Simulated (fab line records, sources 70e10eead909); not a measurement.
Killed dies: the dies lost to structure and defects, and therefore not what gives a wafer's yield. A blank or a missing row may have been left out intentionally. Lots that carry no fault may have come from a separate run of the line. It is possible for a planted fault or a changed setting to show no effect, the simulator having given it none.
Which of the tools did it?	flow nandHarc	72 wafers from 24 lots sampled at 6 of the route's 1302 steps

== WHAT THE GAUGES SHOWED, per wafer ==
No reading from a measuring or inspecting step in the record can be judged against a usual standard deviation.

== WHAT TOOL EACH LOT RAN ON (gives the tool, then ch and the chambers of the sampled wafers, and finally the start) ==
lot	NHARC_A_STAIRCASE_DESCUM_11	NHARC_A_STAIRCASE_ETCH_17	NHARC_A_STAIRCASE_TRIM_18	NHARC_A_STAIRCASE_ETCH_19	NHARC_A_STAIRCASE_ETCH_25	NHARC_A_STAIRCASE_TRIM_191
L074	rieDiel-05 ch 2,3, day 15 05:08	rieDiel-05 ch 0,1,3, no start	rieDiel-05 ch 2,3, no start	rieDiel-05 ch 1,2,3, no start	rieDiel-05 ch 0,1,3, no start	rieDiel-09 ch 0,2,3, no start
L075	rieDiel-09 ch 1,2,3, day 15 23:17	rieDiel-09 ch 1,2, no start	rieDiel-09 ch 0,3, no start	rieDiel-09 ch 0,1,3, no start	rieDiel-05 ch 0,1, no start	rieDiel-05 ch 1,2,3, no start
L076	rieDiel-09 ch 2,3, day 16 22:22	rieDiel-09 ch 1,3, no start	rieDiel-09 ch 0,2,3, no start	rieDiel-09 ch 1,2, no start	rieDiel-05 ch 0,1,2, no start	rieDiel-08 ch 0,1, no start
L077	rieDiel-08 ch 1,2, day 17 04:04	rieDiel-08 ch 0,1, no start	rieDiel-08 ch 0,1, no start	rieDiel-08 ch 1,2, no start	rieDiel-08 ch 0,2,3, no start	rieDiel-05 ch 1,3, no start
L078	rieDiel-09 ch 0,2,3, day 17 04:25	rieDiel-09 ch 0,1,2, no start	rieDiel-09 ch 0,1,2, no start	rieDiel-09 ch 0,1,2, no start	rieDiel-09 ch 0,1,3, no start	rieDiel-05 ch 0,1,2, no start
L079	rieDiel-09 ch 0,2,3, day 17 21:43	rieDiel-09 ch 0,2,3, no start	rieDiel-09 ch 0,2,3, no start	rieDiel-09 ch 1,2,3, no start	rieDiel-09 ch 0,1,2, no start	rieDiel-09 ch 1,2,3, no start
L080	rieDiel-08 ch 0,3, day 18 03:26	rieDiel-08 ch 0,1,2, no start	rieDiel-08 ch 1,2, no start	rieDiel-08 ch 0,1,2, no start	rieDiel-09 ch 1,2,3, no start	rieDiel-05 ch 1,2, no start
L081	rieDiel-09 ch 0,2,3, day 18 09:08	rieDiel-09 ch 0,3, no start	rieDiel-09 ch 0,1,3, no start	rieDiel-09 ch 1,2,3, no start	rieDiel-05 ch 1,2,3, no start	rieDiel-09 ch 0,1,3, no start
L082	rieDiel-08 ch 0,1,2, day 19 08:10	rieDiel-08 ch 1,2,3, no start	rieDiel-08 ch 1,2,3, no start	rieDiel-08 ch 1,2,3, no start	rieDiel-09 ch 0,1,3, no start	rieDiel-09 ch 0,1,3, no start
L083	rieDiel-05 ch 0,3, day 19 15:20	rieDiel-05 ch 0,1,3, no start	rieDiel-05 ch 0,1,3, no start	rieDiel-05 ch 1,2,3, no start	rieDiel-09 ch 0,1,2, no start	rieDiel-08 ch 0,2,3, no start
L085	rieDiel-05 ch 2,3, day 20 06:10	rieDiel-05 ch 1,2,3, no start	rieDiel-05 ch 1,3, no start	rieDiel-05 ch 1,2,3, no start	rieDiel-09 ch 0,1, no start	rieDiel-09 ch 1,2,3, no start
L084	rieDiel-09 ch 1,3, day 20 06:31	rieDiel-09 ch 0,3, no start	rieDiel-09 ch 0,1,3, no start	rieDiel-09 ch 0,1, no start	rieDiel-05 ch 2,3, no start	rieDiel-09 ch 2,3, no start
L086	rieDiel-05 ch 2,3, day 20 06:41	rieDiel-05 ch 1,3, no start	rieDiel-05 ch 1,2,3, no start	rieDiel-05 ch 1,3, no start	rieDiel-05 ch 1,3, no start	rieDiel-09 ch 1,3, no start
L087	rieDiel-08 ch 2,3, day 21 12:11	rieDiel-08 ch 2,3, no start	rieDiel-08 ch 0,3, no start	rieDiel-08 ch 2,3, no start	rieDiel-05 ch 0,2,3, no start	rieDiel-05 ch 0,1,3, no start
L088	rieDiel-08 ch 0,3, day 21 13:17	rieDiel-08 ch 0,2,3, no start	rieDiel-08 ch 0,2, no start	rieDiel-08 ch 0,3, no start	rieDiel-08 ch 0,2,3, no start	rieDiel-05 ch 1,2,3, no start
L090	rieDiel-08 ch 0,2, day 22 00:59	rieDiel-08 ch 1,3, no start	rieDiel-08 ch 1,2,3, no start	rieDiel-08 ch 1,3, no start	rieDiel-05 ch 1,2,3, no start	rieDiel-09 ch 0,1, no start
L089	rieDiel-08 ch 0,1,2, day 22 01:14	rieDiel-08 ch 2,3, no start	rieDiel-08 ch 2,3, no start	rieDiel-08 ch 0,1,3, no start	rieDiel-08 ch 0,3, no start	rieDiel-08 ch 1,2, no start
L092	rieDiel-05 ch 1,2,3, day 22 21:11	rieDiel-05 ch 1,2,3, no start	rieDiel-05 ch 0,1,2, no start	rieDiel-05 ch 0,2, no start	rieDiel-09 ch 0,2,3, no start	rieDiel-05 ch 0,1,2, no start
L091	rieDiel-05 ch 0,2,3, day 22 21:29	rieDiel-05 ch 0,3, no start	rieDiel-05 ch 0,3, no start	rieDiel-05 ch 2,3, no start	rieDiel-08 ch 0,3, no start	rieDiel-09 ch 2,3, no start
L093	rieDiel-05 ch 0,3, day 23 14:31	rieDiel-05 ch 0,1,2, no start	rieDiel-05 ch 1,2,3, no start	rieDiel-05 ch 0,1,2, no start	rieDiel-09 ch 1,2, no start	rieDiel-05 ch 0,3, no start
L094	rieDiel-08 ch 0,2,3, day 24 07:56	rieDiel-08 ch 2,3, no start	rieDiel-08 ch 1,2,3, no start	rieDiel-08 ch 1,2, no start	rieDiel-08 ch 1,2, no start	rieDiel-08 ch 0,3, no start
L095	rieDiel-08 ch 2,3, day 24 16:35	rieDiel-08 ch 0,1, no start	rieDiel-08 ch 0,2,3, no start	rieDiel-08 ch 0,1,2, no start	rieDiel-05 ch 0,3, no start	rieDiel-08 ch 0,1, no start
L096	rieDiel-08 ch 0,1, day 24 20:53	rieDiel-08 ch 1,2,3, no start	rieDiel-08 ch 0,1,3, no start	rieDiel-08 ch 0,1, no start	rieDiel-05 ch 0,1, no start	rieDiel-08 ch 1,3, no start
L097	rieDiel-05 ch 1,2, day 26 01:11	rieDiel-05 ch 1,2, no start	rieDiel-05 ch 0,1,2, no start	rieDiel-05 ch 0,2, no start	rieDiel-09 ch 0,1, no start	rieDiel-05 ch 0,2, no start
- NHARC_A_STAIRCASE_DESCUM_11: chemistry O2, time 3 s.
- NHARC_A_STAIRCASE_ETCH_17: etches the open film in C4F8/O2, target depth 100 nm, time 40.5 s.
- NHARC_A_STAIRCASE_TRIM_18: chemistry O2, time 211.2 s.
- NHARC_A_STAIRCASE_ETCH_19: etches the open film in C4F8/O2, target depth 100 nm, time 40.5 s.
- NHARC_A_STAIRCASE_ETCH_25: etches the open film in C4F8/O2, target depth 100 nm, time 40.5 s.
- NHARC_A_STAIRCASE_TRIM_191: chemistry O2, time 211.2 s.

== AS READ BY THE TOOLS THEMSELVES (means over the sampled wafers that have a number; for cases with no such wafer, the mark the record gives instead) ==
NHARC_A_STAIRCASE_DESCUM_11.
lot	tool	drypumpMotorCurrentA (A)	oesProductAu (a.u.)	rfVppV (V)	showerheadPlenumPTorr (Torr)	throttleValvePct (%)
L074	rieDiel-05	6.29	0.997	58.3	1.79	11.307
L075	rieDiel-09	5.94	1.007	58.2	1.95	11.319
L076	rieDiel-09	6.18	1.002	58.2	1.88	11.320
L077	rieDiel-08	6.05	1.012	58.0	2.06	11.314
L078	rieDiel-09	6.24	1.010	58.0	1.87	11.306
L079	rieDiel-09	6.21	0.999	58.1	1.87	11.317
L080	rieDiel-08	6.34	0.999	57.2	1.87	11.321
L081	rieDiel-09	6.23	1.003	57.8	1.87	11.303
L082	rieDiel-08	6.22	1.002	57.1	2.02	11.317
L083	rieDiel-05	6.20	0.997	57.9	2.00	11.311
L085	rieDiel-05	6.21	0.998	57.7	1.90	11.309
L084	rieDiel-09	5.69	1.001	58.4	2.01	11.305
L086	rieDiel-05	6.22	0.998	57.8	1.90	11.314
L087	rieDiel-08	6.30	0.995	57.5	1.98	11.317
L088	rieDiel-08	6.37	0.996	58.5	1.89	11.308
L090	rieDiel-08	6.34	0.995	58.4	2.01	11.314
L089	rieDiel-08	6.22	1.004	57.3	2.01	11.311
L092	rieDiel-05	6.20	0.994	57.6	1.91	11.321
L091	rieDiel-05	6.11	0.995	56.8	1.92	11.305
L093	rieDiel-05	6.02	1.008	58.7	1.93	11.310
L094	rieDiel-08	6.33	0.989	57.6	1.93	11.309
L095	rieDiel-08	6.29	1.005	57.7	1.90	11.319
L096	rieDiel-08	6.09	1.009	57.7	2.00	11.308
L097	rieDiel-05	6.11	0.990	57.7	1.82	11.309

NHARC_A_STAIRCASE_ETCH_17.
lot	tool	oesProductAu (a.u.)	rfVppV (V)
L074	rieDiel-05	0.948	892
L075	rieDiel-09	0.940	895
L076	rieDiel-09	0.944	902
L077	rieDiel-08	0.937	901
L078	rieDiel-09	0.946	894
L079	rieDiel-09	0.956	893
L080	rieDiel-08	0.928	902
L081	rieDiel-09	0.951	893
L082	rieDiel-08	0.947	900
L083	rieDiel-05	0.944	898
L085	rieDiel-05	0.928	897
L084	rieDiel-09	0.944	893
L086	rieDiel-05	0.939	896
L087	rieDiel-08	0.933	900
L088	rieDiel-08	0.933	898
L090	rieDiel-08	0.946	899
L089	rieDiel-08	0.934	895
L092	rieDiel-05	0.939	895
L091	rieDiel-05	0.938	897
L093	rieDiel-05	0.925	892
L094	rieDiel-08	0.955	900
L095	rieDiel-08	0.954	901
L096	rieDiel-08	0.942	900
L097	rieDiel-05	0.930	890

NHARC_A_STAIRCASE_TRIM_18.
lot	tool	drypumpMotorCurrentA (A)	oesProductAu (a.u.)	rfVppV (V)	showerheadPlenumPTorr (Torr)	throttleValvePct (%)
L074	rieDiel-05	6.30	1.000	57.1	3.32	17.035
L075	rieDiel-09	6.28	0.998	57.8	3.46	17.028
L076	rieDiel-09	6.22	1.005	57.2	3.46	17.041
L077	rieDiel-08	6.26	1.002	58.4	3.63	17.034
L078	rieDiel-09	6.08	0.994	57.5	3.48	17.034
L079	rieDiel-09	6.26	1.010	57.2	3.46	17.041
L080	rieDiel-08	6.20	1.000	58.4	3.79	17.035
L081	rieDiel-09	6.00	0.998	57.5	3.58	17.043
L082	rieDiel-08	6.20	0.989	58.4	3.65	17.034
L083	rieDiel-05	6.11	0.999	57.6	3.56	17.042
L085	rieDiel-05	6.29	0.990	58.1	3.68	17.037
L084	rieDiel-09	5.99	1.001	58.5	3.57	17.038
L086	rieDiel-05	6.20	0.992	57.7	3.53	17.041
L087	rieDiel-08	6.39	0.997	57.6	3.49	17.035
L088	rieDiel-08	6.41	1.003	58.4	3.62	17.030
L090	rieDiel-08	6.19	0.999	58.0	3.64	17.031
L089	rieDiel-08	6.30	0.992	57.6	3.51	17.030
L092	rieDiel-05	6.03	0.996	56.5	3.41	17.040
L091	rieDiel-05	6.20	1.005	57.1	3.67	17.044
L093	rieDiel-05	6.19	0.995	57.5	3.52	17.040
L094	rieDiel-08	6.19	1.014	58.5	3.63	17.037
L095	rieDiel-08	6.36	0.998	57.4	3.56	17.041
L096	rieDiel-08	6.21	1.013	58.0	3.55	17.039
L097	rieDiel-05	6.01	0.999	57.2	3.40	17.029

NHARC_A_STAIRCASE_ETCH_19.
lot	tool	oesProductAu (a.u.)	rfVppV (V)
L074	rieDiel-05	0.942	889
L075	rieDiel-09	0.951	898
L076	rieDiel-09	0.952	899
L077	rieDiel-08	0.960	906
L078	rieDiel-09	0.948	894
L079	rieDiel-09	0.946	897
L080	rieDiel-08	0.934	902
L081	rieDiel-09	0.944	897
L082	rieDiel-08	0.934	900
L083	rieDiel-05	0.935	896
L085	rieDiel-05	0.924	896
L084	rieDiel-09	0.941	898
L086	rieDiel-05	0.934	901
L087	rieDiel-08	0.931	896
L088	rieDiel-08	0.937	894
L090	rieDiel-08	0.943	899
L089	rieDiel-08	0.956	897
L092	rieDiel-05	0.940	893
L091	rieDiel-05	0.945	900
L093	rieDiel-05	0.947	891
L094	rieDiel-08	0.958	904
L095	rieDiel-08	0.950	901
L096	rieDiel-08	0.949	898
L097	rieDiel-05	0.929	890

NHARC_A_STAIRCASE_ETCH_25.
lot	tool	oesProductAu (a.u.)	rfVppV (V)
L074	rieDiel-05	0.934	891
L075	rieDiel-05	0.937	894
L076	rieDiel-05	0.949	892
L077	rieDiel-08	0.944	899
L078	rieDiel-09	0.946	898
L079	rieDiel-09	0.933	894
L080	rieDiel-09	0.955	898
L081	rieDiel-05	0.933	896
L082	rieDiel-09	0.947	898
L083	rieDiel-09	0.944	895
L085	rieDiel-09	0.939	894
L084	rieDiel-05	0.931	896
L086	rieDiel-05	0.923	900
L087	rieDiel-05	0.940	896
L088	rieDiel-08	0.935	897
L090	rieDiel-05	0.943	896
L089	rieDiel-08	0.948	892
L092	rieDiel-09	0.945	892
L091	rieDiel-08	0.948	893
L093	rieDiel-09	0.955	898
L094	rieDiel-08	0.945	904
L095	rieDiel-05	0.946	897
L096	rieDiel-05	0.952	893
L097	rieDiel-09	0.956	892

NHARC_A_STAIRCASE_TRIM_191.
lot	tool	drypumpMotorCurrentA (A)	oesProductAu (a.u.)	rfVppV (V)	showerheadPlenumPTorr (Torr)	throttleValvePct (%)
L074	rieDiel-09	6.24	0.997	57.1	3.47	17.032
L075	rieDiel-05	6.19	1.000	58.3	3.37	17.036
L076	rieDiel-08	6.10	1.006	59.3	3.70	17.045
L077	rieDiel-05	6.19	0.997	57.5	3.39	17.038
L078	rieDiel-05	6.02	1.000	57.0	3.43	17.040
L079	rieDiel-09	5.94	1.003	57.4	3.59	17.040
L080	rieDiel-05	6.12	1.006	58.6	3.42	17.035
L081	rieDiel-09	6.01	0.996	57.7	3.58	17.040
L082	rieDiel-09	5.99	0.998	58.2	3.57	17.039
L083	rieDiel-08	6.35	0.992	58.5	3.58	17.027
L085	rieDiel-09	5.94	0.998	57.0	3.58	17.032
L084	rieDiel-09	6.20	1.006	57.6	3.46	17.045
L086	rieDiel-09	5.71	0.997	57.6	3.70	17.033
L087	rieDiel-05	6.11	0.994	58.0	3.56	17.031
L088	rieDiel-05	6.20	0.989	57.1	3.53	17.039
L090	rieDiel-09	6.15	1.005	57.2	3.46	17.039
L089	rieDiel-08	6.20	1.001	58.5	3.77	17.044
L092	rieDiel-05	6.01	0.994	57.7	3.41	17.040
L091	rieDiel-09	6.10	0.999	57.9	3.54	17.038
L093	rieDiel-05	6.22	0.996	58.1	3.67	17.036
L094	rieDiel-08	6.40	1.005	57.7	3.48	17.032
L095	rieDiel-08	6.10	1.004	57.8	3.67	17.046
L096	rieDiel-08	6.19	1.010	58.0	3.49	17.044
L097	rieDiel-05	5.93	0.998	56.2	3.41	17.046

== THE ANSWER, worked out from the rows above alone ==
Rule: usual is defined by the lots themselves. The widest of any qualifying gaps counts: lots, ordered by their means at a reading, are off when they make up no more than a third of the lots, leave a main group of 4 or more, and stand apart from it by 3 or more times the standard deviation of that group's means. A main group is skipped when, at the precision printed for the reading in the tables above, its means are all equal. A lot without any number at a reading at which 4 lots or more have one is off too. The other lots that the step has rows for count as sound. First the gauges in route order, then the tools' own readings, where a lot's mean is used as printed above. The first step at which some lot is off is used, and at that step the reading that is off furthest; a lot without a number counts as furthest.
No lot is off on any of the readings shown, so nothing can be concluded from this.

== WHAT THE SIMULATOR HAD INSERTED ==
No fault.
